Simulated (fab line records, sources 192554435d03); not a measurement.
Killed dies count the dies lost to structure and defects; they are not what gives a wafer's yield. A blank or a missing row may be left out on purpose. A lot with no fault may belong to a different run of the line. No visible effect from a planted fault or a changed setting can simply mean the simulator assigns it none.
Lot-split experiment | flow n5_finfet | route with 1938 steps; 7 lots, 21 wafers read

## THE SPLIT
At N5_BEOL_M2_ETCH_69 (etches SiARC in CF4, target depth 15.6 nm, time 26 s), the setting bias_w was moved away from the recipe's 36 W on 8 of the 21 wafers read, by -9.4% to +15.6%. For the rest of the wafers, this setting stayed at what the recipe calls for.

The reading is taken at the split's own step.

## THE READING
rf_vpp_V, in V, at N5_BEOL_M2_ETCH_69 (etches SiARC in CF4, target depth 15.6 nm, time 26 s). Typical for fault-free wafers on this fab line: 184.6 V, with standard deviation 0.98 V.

wafer  | tool, chamber at the split | bias_w as run, W | against the recipe | rf_vpp_V, V | against lot-mates on the recipe
L075.2 | rie_diel-05, 2             | 36               | recipe             | 186.3       | -
L075.5 | rie_diel-05, 1             | 40.07            | +11.3%             | 197.9       | +12.6
L075.6 | rie_diel-05, 0             | 36               | recipe             | 184.3       | -
L081.2 | rie_diel-06, 2             | 36               | recipe             | 185.0       | -
L081.3 | rie_diel-06, 0             | 36               | recipe             | 183.9       | -
L081.6 | rie_diel-06, 3             | 34.32            | -4.7%              | 177.6       | -6.8
L083.1 | rie_diel-02, 3             | 36               | recipe             | 183.9       | -
L083.4 | rie_diel-02, 0             | 36               | recipe             | 185.4       | -
L083.5 | rie_diel-02, 1             | 41.63            | +15.6%             | 200.6       | +15.9
L085.2 | rie_diel-02, 1             | 36               | recipe             | 184.7       | -
L085.5 | rie_diel-02, 3             | 36               | recipe             | 183.9       | -
L085.6 | rie_diel-02, 0             | 36               | recipe             | 185.1       | -
L087.3 | rie_diel-05, 3             | 36               | recipe             | 184.7       | -
L087.5 | rie_diel-05, 3             | 33.84            | -6.0%              | 178.2       | -6.5
L087.6 | rie_diel-05, 2             | 33.84            | -6.0%              | 178.8       | -5.9
L094.3 | rie_diel-05, 1             | 36               | recipe             | 184.7       | -
L094.5 | rie_diel-05, 2             | 32.61            | -9.4%              | 171.9       | -12.8
L094.6 | rie_diel-05, 3             | 32.61            | -9.4%              | 174.1       | -10.6
L095.1 | rie_diel-05, 3             | 36               | recipe             | 184.6       | -
L095.4 | rie_diel-05, 0             | 36               | recipe             | 184.6       | -
L095.5 | rie_diel-05, 2             | 39.42            | +9.5%              | 195.6       | +11.0

FIT RESULTS
A straight line over all 21 wafers: rf_vpp_V changes by +1.13 V for each +1% of bias_w; r = +0.99; the points scatter about the line by 0.94 V.
The same after taking each lot's own level away (the mean of its wafers on the recipe; 21 wafers): +1.12 V for each +1%; r = +0.99; scatter 0.88 V.
According to that fit, moving bias_w by its largest amount changes the reading by 18 V.
The lots' own levels span 184.45 to 185.30 V, that is 0.9 times the standard deviation above.
So the lot-to-lot level changes the slope little: the two slopes agree.
Check: +18.2 V against its lot-mates is what the line predicts for one of the wafers moved furthest among these (+15.6%) when that wafer is left out of the fit. It came out at +15.9 V against them.
Tool readings at the split's step, against how far the setting was moved: rf_vpp_V r = +0.99.

## OTHER SPLITS ON THESE WAFERS
Note: prior to the reading, these wafers also went through further splits. Each is held against what the fit with the lots' levels taken away leaves over:
other split on the same wafers | wafers away from the commonest value | r with rf_vpp_V (lot level and that fit taken away)
N5_BEOL_M2_EXPOSE_08 dose_mj   | 7                                    | -0.10

## FILE'S OWN FIT
rf_vpp_V changes by +1.11 V for each +1% of bias_w, r = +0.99.
